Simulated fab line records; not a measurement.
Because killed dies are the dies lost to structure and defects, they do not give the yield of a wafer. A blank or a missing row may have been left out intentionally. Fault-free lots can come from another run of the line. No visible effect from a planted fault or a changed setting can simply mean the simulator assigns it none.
What tool caused it? -- flow n5-finfet -- Sampling: 7 lots, 19 wafers, 8 of 1938 route steps

## WHAT THE GAUGES SHOWED, per wafer
N5_BEOL_M6_OVL_MEAS_29. Usual: V5_OVL typically reads -0.4 nm, with standard deviation 0.69.
lot,measured,on,V5_OVL (nm),flag
L739,day 9 04:19,overlay-02,-1.2 -1.8 -1.0,
L742,day 9 23:04,overlay-02,-1.0 -0.6 -0.7,
L746,day 10 14:02,overlay-01,-1.0 -0.5,
L754,day 12 19:59,overlay-01,-1.1 -0.5,
L757,day 13 22:51,overlay-01,-0.4 0.1 0.0,
L759,day 14 17:50,overlay-01,0.7 -0.9 -0.7,
L761,day 15 05:01,overlay-02,0.5 0.1 -0.4,

N5_BEOL_M6_OCD_MEAS_38. Usual: 94.3 nm for trench-depth-nm, sd 2.3.
lot,measured,on,trench-depth-nm (nm),flag
L739,day 9 05:20,ocd-02,93.8 94.2 94.1,
L742,day 9 23:34,ocd-02,93.5 93.0 95.4,
L746,day 10 14:37,ocd-01,93.0 93.1,
L754,day 12 21:04,ocd-02,124.5 93.8,OFF
L757,day 13 23:26,ocd-01,99.1 95.8 93.2,
L759,day 14 18:28,ocd-02,96.3 94.2 94.0,
L761,day 15 05:32,ocd-01,95.5 88.6 94.6,

N5_BEOL_M6_THK_MEAS_53: measures by xrf. Usual: M6_THK typically reads 80.1 nm, with standard deviation 2.8.
lot,measured,on,M6_THK (nm),flag
L739,day 9 08:27,film-metro-01,78.8 80.6 81.0,
L742,day 10 01:54,film-metro-01,74.9 77.8 80.7,
L746,day 10 18:29,film-metro-02,78.5 79.7,
L754,day 13 00:14,film-metro-02,105.7 78.7,OFF
L757,day 14 03:19,film-metro-01,86.9 82.9 79.8,
L759,day 14 22:07,film-metro-01,81.5 79.8 80.6,
L761,day 15 09:28,film-metro-01,80.5 75.4 81.6,

N5_BEOL_M6_RS_MEAS_57: uses a four-point probe to measure. Usual: M6_RS typically reads 0.285 ohm/sq, with standard deviation 0.012.
lot,measured,on,M6_RS (ohm/sq),flag
L739,day 9 08:35,film-metro-02,0.289 0.282 0.281,
L742,day 10 02:02,film-metro-01,0.309 0.295 0.282,
L746,day 10 18:37,film-metro-01,0.289 0.284,
L754,day 13 00:22,film-metro-02,0.205 0.289,OFF
L757,day 14 03:27,film-metro-02,0.261 0.277 0.290,
L759,day 14 22:15,film-metro-01,0.280 0.286 0.283,
L761,day 15 09:35,film-metro-01,0.280 0.303 0.276,

N5_BEOL_M15_RC_MEAS_101. Usual: COMB_M10 1.5e-11 S/m, standard deviation 3.2e-12; COMB_M10_max_site 2.1e-11 S/m, standard deviation 5.2e-12; COMB_M11 1.5e-11 S/m, standard deviation 3.5e-12; COMB_M12 7e-12 S/m, standard deviation 1.2e-12; COMB_M13 5.8e-12 S/m, standard deviation 1e-12; COMB_M14 4.4e-12 S/m, standard deviation 7.5e-13; COMB_M15 3.2e-12 S/m, standard deviation 5.5e-13; COMB_M5 3.8e-11 S/m, standard deviation 7.8e-12; COMB_M7 2.5e-11 S/m, standard deviation 4.9e-12; COMB_M8 2.6e-11 S/m, standard deviation 5.2e-12; COMB_M9 1.6e-11 S/m, standard deviation 3.1e-12; SERP_M10 3.03 ohm/um, standard deviation 0.12; SERP_M11 3.11 ohm/um, standard deviation 0.11; SERP_M12 0.623 ohm/um, standard deviation 0.021; SERP_M13 0.310 ohm/um, standard deviation 0.007; SERP_M14 0.159 ohm/um, standard deviation 0.0065; SERP_M5 39.5 ohm/um, standard deviation 2.4; SERP_M5_max_site 41.0 ohm/um, standard deviation 2.4; SERP_M6 14.1 ohm/um, standard deviation 0.85; SERP_M6_max_site 14.7 ohm/um, standard deviation 0.9; SERP_M7 14.0 ohm/um, standard deviation 0.72; SERP_M8 13.9 ohm/um, standard deviation 0.82; SERP_M9 3.10 ohm/um, standard deviation 0.12.
lot,measured,on,COMB_M10 (S/m),COMB_M10_max_site (S/m),COMB_M11 (S/m),COMB_M12 (S/m),COMB_M13 (S/m),COMB_M14 (S/m),COMB_M15 (S/m),COMB_M5 (S/m),COMB_M7 (S/m),COMB_M8 (S/m),COMB_M9 (S/m),SERP_M10 (ohm/um),SERP_M11 (ohm/um),SERP_M12 (ohm/um),SERP_M13 (ohm/um),SERP_M14 (ohm/um),SERP_M5 (ohm/um),SERP_M5_max_site (ohm/um),SERP_M6 (ohm/um),SERP_M6_max_site (ohm/um),SERP_M7 (ohm/um),SERP_M8 (ohm/um),SERP_M9 (ohm/um),flag
L739,day 12 04:24,prober-01,2e-11 1.9e-11 1.4e-11,2.9e-11 2.5e-11 2.4e-11,1.7e-11 1.4e-11 1.3e-11,8.5e-12 5.2e-12 6.5e-12,5e-12 5.4e-12 4.7e-12,4.4e-12 5.1e-12 4.3e-12,2.6e-12 3.1e-12 2.6e-12,3.3e-11 3e-11 3.5e-11,2.9e-11 2.7e-11 2.3e-11,2.1e-11 2.7e-11 2.2e-11,1.7e-11 1.2e-11 1.7e-11,3.11 2.98 3.06,3.19 3.12 3.01,0.608 0.579 0.622,0.314 0.309 0.305,0.162 0.153 0.170,39.5 42.3 42.6,40.7 45.0 45.7,14.0 14.1 12.8,14.8 14.5 13.4,14.0 13.7 13.7,13.7 13.4 13.5,3.07 2.99 3.02,
L742,day 13 00:35,prober-01,1.9e-11 1.5e-11 1.5e-11,3.2e-11 2.2e-11 1.9e-11,2e-11 1.4e-11 1.1e-11,5.1e-12 7.7e-12 5.9e-12,4.7e-12 5.4e-12 4.1e-12,4.5e-12 4.9e-12 3.5e-12,3.4e-12 3.1e-12 3.5e-12,6e-11 4e-11 4.3e-11,3.2e-11 2.7e-11 2.1e-11,1.9e-11 2.7e-11 2.1e-11,1.9e-11 1.2e-11 1.2e-11,3.41 3.04 3.16,2.93 3.19 3.01,0.615 0.591 0.600,0.315 0.316 0.300,0.157 0.157 0.154,38.4 36.1 38.1,40.0 37.0 39.2,15.5 15.6 13.9,16.3 16.9 14.5,15.6 14.0 13.3,13.3 14.5 14.4,2.92 2.96 2.97,
L746,day 13 17:59,prober-01,1.6e-11 1.8e-11,1.8e-11 2.8e-11,1.5e-11 1.3e-11,5.7e-12 4.7e-12,4.4e-12 6e-12,4.5e-12 3.8e-12,2.3e-12 2.7e-12,3e-11 4.6e-11,1.9e-11 2.8e-11,2.2e-11 2.2e-11,1.4e-11 1.4e-11,2.94 3.01,3.20 2.95,0.622 0.580,0.306 0.313,0.159 0.158,39.1 38.9,41.0 39.3,14.9 14.3,15.2 14.8,15.1 14.4,13.5 14.3,3.23 3.21,
L754,day 16 08:13,prober-02,2.2e-11 1.9e-11,2.9e-11 2.8e-11,1.3e-11 1.7e-11,6.9e-12 6.1e-12,4.4e-12 4.2e-12,4.9e-12 4e-12,3.8e-12 2.4e-12,5e-11 4.9e-11,2.8e-11 1.9e-11,3e-11 2.3e-11,1.8e-11 2e-11,3.03 2.84,3.03 3.16,0.625 0.631,0.309 0.310,0.151 0.165,42.0 41.3,43.4 41.8,9.9 13.0,10.3 14.2,13.3 13.6,12.6 14.6,3.05 3.13,OFF
L757,day 17 16:18,prober-02,1.7e-11 1.7e-11 1.8e-11,2.2e-11 2.3e-11 2.4e-11,1.2e-11 1.5e-11 1.5e-11,9.7e-12 8.3e-12 9.6e-12,5e-12 6.8e-12 5.1e-12,4.3e-12 4e-12 3.8e-12,2.6e-12 2.6e-12 3.5e-12,3.1e-11 5.2e-11 3.9e-11,2e-11 1.9e-11 2.1e-11,2.5e-11 3.2e-11 2.8e-11,2e-11 1.8e-11 1.4e-11,2.99 2.97 3.05,3.28 3.06 3.09,0.612 0.591 0.622,0.307 0.334 0.311,0.158 0.159 0.170,37.5 35.4 35.4,39.6 36.4 37.8,12.3 13.4 13.9,13.0 13.6 14.3,13.2 13.3 13.9,14.0 13.6 15.1,3.00 3.20 2.98,
L759,day 18 05:05,prober-02,1.4e-11 1.2e-11 1.2e-11,1.8e-11 2.4e-11 1.5e-11,1.9e-11 1.6e-11 1.2e-11,8.4e-12 6.9e-12 7.2e-12,7.3e-12 9.3e-12 6.8e-12,4.1e-12 4.9e-12 4.3e-12,4.1e-12 4.4e-12 3.1e-12,2.7e-11 3.1e-11 2.8e-11,2.4e-11 1.8e-11 2.4e-11,2.1e-11 3.2e-11 3.8e-11,1.8e-11 1.6e-11 1.6e-11,3.32 2.96 3.22,3.11 2.92 2.90,0.613 0.641 0.605,0.306 0.315 0.307,0.157 0.157 0.156,42.8 36.3 44.4,44.5 37.6 45.5,14.5 14.2 14.1,14.9 14.8 14.5,13.5 14.6 14.5,14.9 14.2 13.8,3.12 3.03 3.14,
L761,day 18 21:01,prober-02,1.8e-11 1.7e-11 2.2e-11,2.5e-11 2.2e-11 2.6e-11,1.5e-11 1.4e-11 1.3e-11,6.5e-12 6.4e-12 6.2e-12,7.5e-12 5.7e-12 5.7e-12,5e-12 5.8e-12 5.3e-12,4.3e-12 2.7e-12 3.8e-12,4.2e-11 3.6e-11 4e-11,3.3e-11 3e-11 3.2e-11,2.2e-11 3.4e-11 2.8e-11,1.6e-11 1.4e-11 1.2e-11,2.93 2.87 2.95,3.24 3.11 2.96,0.640 0.637 0.639,0.320 0.293 0.303,0.159 0.155 0.165,39.7 39.6 41.5,40.9 41.0 42.3,13.9 14.7 14.2,14.5 15.5 15.2,14.0 14.1 14.1,13.5 12.9 13.8,2.83 3.11 3.10,

## WHICH TOOL RAN EACH LOT (tool, then ch and the chambers of the sampled wafers, then the start)
lot,N5_BEOL_M6_ETCH_66,N5_BEOL_M6_TRENCH_ETCH_37,N5_BEOL_M6_ALD_77
L739,"rie-diel-01 ch 0,1,2, day 9 04:59","rie-diel-01 ch 0,1,2, day 9 05:11","ald-metal-04 ch 0,2,3, day 9 06:15"
L742,"rie-diel-04 ch 2,3, day 9 23:13","rie-diel-04 ch 2,3, day 9 23:25","ald-metal-02 ch 0,2,3, day 10 00:20"
L746,"rie-diel-01 ch 1, day 10 14:16","rie-diel-01 ch 1, day 10 14:28","ald-metal-02 ch 0,1, day 10 17:02"
L754,"rie-diel-01 ch 2,3, day 12 20:43","rie-diel-01 ch 2,3, day 12 20:55","ald-metal-03 ch 0, day 12 22:03"
L757,"rie-diel-04 ch 0,2,3, day 13 23:06","rie-diel-04 ch 0,2,3, day 13 23:17","ald-metal-02 ch 0,2,3, day 14 01:14"
L759,"rie-diel-04 ch 1,2, day 14 18:07","rie-diel-04 ch 1,2, day 14 18:19","ald-metal-03 ch 0,1, day 14 19:48"
L761,"rie-diel-02 ch 2,3, day 15 05:11","rie-diel-02 ch 2,3, day 15 05:22","ald-metal-03 ch 0,1,3, day 15 06:43"
- N5_BEOL_M6_ETCH_66: etches SOC in N2/H2, target depth 80 nm, overetch 16 nm, time 120 s.
- N5_BEOL_M6_TRENCH_ETCH_37: etches SiCOH lowk in C4F6/O2, target depth 94.435 nm, time 31.5 s.
- N5_BEOL_M6_ALD_77: deposits TaN, target thk 2 nm, pulse time 2 s, purge time 3 s.

## WHAT THE TOOLS THEMSELVES READ (means of the sampled wafers that have a number; where no wafer has one, the mark that the record gives instead)
N5_BEOL_M6_ETCH_66. Usual: drypump-motor-current-A 5.6 A, standard deviation 0.43; oes-product-au 0.59 a.u., standard deviation 0.041; rf-vpp-V 523.7 V, standard deviation 2.5; run-length-s 143.1 s, standard deviation 0.49; showerhead-plenum-p-Torr 2.54 Torr, standard deviation 0.1; throttle-valve-pct 17.87 %, standard deviation 0.21.
lot,tool,drypump-motor-current-A (A),oes-product-au (a.u.),rf-vpp-V (V),run-length-s (s),showerhead-plenum-p-Torr (Torr),throttle-valve-pct (%),flag
L739,rie-diel-01,5.9,0.60,522.5,143.1,2.47,17.62,
L742,rie-diel-04,5.4,0.58,525.9,142.8,2.62,17.96,
L746,rie-diel-01,5.8,0.60,522.2,142.3,2.43,17.44,
L754,rie-diel-01,5.5,0.57,522.0,143.3,2.50,17.94,
L757,rie-diel-04,5.3,0.61,526.4,142.7,2.64,17.94,
L759,rie-diel-04,5.5,0.59,524.5,143.0,2.56,17.91,
L761,rie-diel-02,5.2,0.59,524.8,143.1,2.62,18.07,

N5_BEOL_M6_TRENCH_ETCH_37. Usual: C4F6_flow_sccm 10.001 sccm, standard deviation 0.027; drypump-motor-current-A 5.6 A, standard deviation 0.43; oes-product-au 0.77 a.u., standard deviation 0.06; rf-vpp-V 665 V, standard deviation 23; run-length-s 54.6 s, standard deviation 0.46; showerhead-plenum-p-Torr 2.84 Torr, standard deviation 0.098; throttle-valve-pct 20.92 %, standard deviation 0.2.
lot,tool,C4F6_flow_sccm (sccm),drypump-motor-current-A (A),oes-product-au (a.u.),rf-vpp-V (V),run-length-s (s),showerhead-plenum-p-Torr (Torr),throttle-valve-pct (%),flag
L739,rie-diel-01,10.018,5.9,0.78,653,54.6,2.77,20.76,
L742,rie-diel-04,10.008,5.4,0.77,653,54.7,2.92,20.94,
L746,rie-diel-01,10.016,5.8,0.78,682,54.1,2.77,20.81,
L754,rie-diel-01,9.985,5.5,0.74,670,60.1,2.78,20.91,OFF
L757,rie-diel-04,10.011,5.4,0.80,655,54.4,2.94,20.87,
L759,rie-diel-04,9.964,5.4,0.78,668,54.6,2.89,21.16,
L761,rie-diel-02,10.069,5.2,0.76,661,54.5,2.90,20.96,

N5_BEOL_M6_ALD_77. Usual: heater-power-outer-w 226 W, standard deviation 25; heater-power-w 415 W, standard deviation 38; mfc-carrier-sccm 1500 sccm, standard deviation 4.3; precursor-vessel-pressure-torr 26.24 Torr, standard deviation 0.048.
lot,tool,heater-power-outer-w (W),heater-power-w (W),mfc-carrier-sccm (sccm),precursor-vessel-pressure-torr (Torr),flag
L739,ald-metal-04,238,435,1500,26.24,
L742,ald-metal-02,224,387,1497,26.26,
L746,ald-metal-02,252,432,1503,26.29,
L754,ald-metal-03,231,432,1501,26.23,
L757,ald-metal-02,223,389,1500,26.28,
L759,ald-metal-03,211,408,1499,26.29,
L761,ald-metal-03,217,422,1500,26.24,

## THE ANSWER, worked out from the rows above alone
Rule: a lot counts as off when the mean over its wafers that have a number is more than 3 standard deviations away from the usual mean. Also off: a lot with no number at a reading for which 4 or more lots have one. Where the step has rows for the other lots, those lots are counted as sound. Order of review: gauges by route order, followed by the tools' own readings, for which a lot's mean as printed above is used. The first step at which some lot is off is used, and at that step the reading that is off furthest; a lot without a number counts as furthest.
Off, at N5_BEOL_M6_OCD_MEAS_38 on trench-depth-nm: L754.
If a tool, at a process step before that reading, ran all the lots that are off and no sound lot after the first of them, it fits. The gauges at N5_BEOL_M6_OCD_MEAS_38 aren't tried: what is off there is off at N5_BEOL_M6_THK_MEAS_53 too, on other tools, and a gauge's error can't cause that. One candidate fits, namely rie-diel-01 at N5_BEOL_M6_ETCH_66 and N5_BEOL_M6_TRENCH_ETCH_37. At N5_BEOL_M6_ETCH_66 its last sound lot is L746 (day 10 14:16), its first lot that is off L754 (day 12 20:43): a fault that began between those two fits.

## WHAT THE SIMULATOR HAD PUT IN
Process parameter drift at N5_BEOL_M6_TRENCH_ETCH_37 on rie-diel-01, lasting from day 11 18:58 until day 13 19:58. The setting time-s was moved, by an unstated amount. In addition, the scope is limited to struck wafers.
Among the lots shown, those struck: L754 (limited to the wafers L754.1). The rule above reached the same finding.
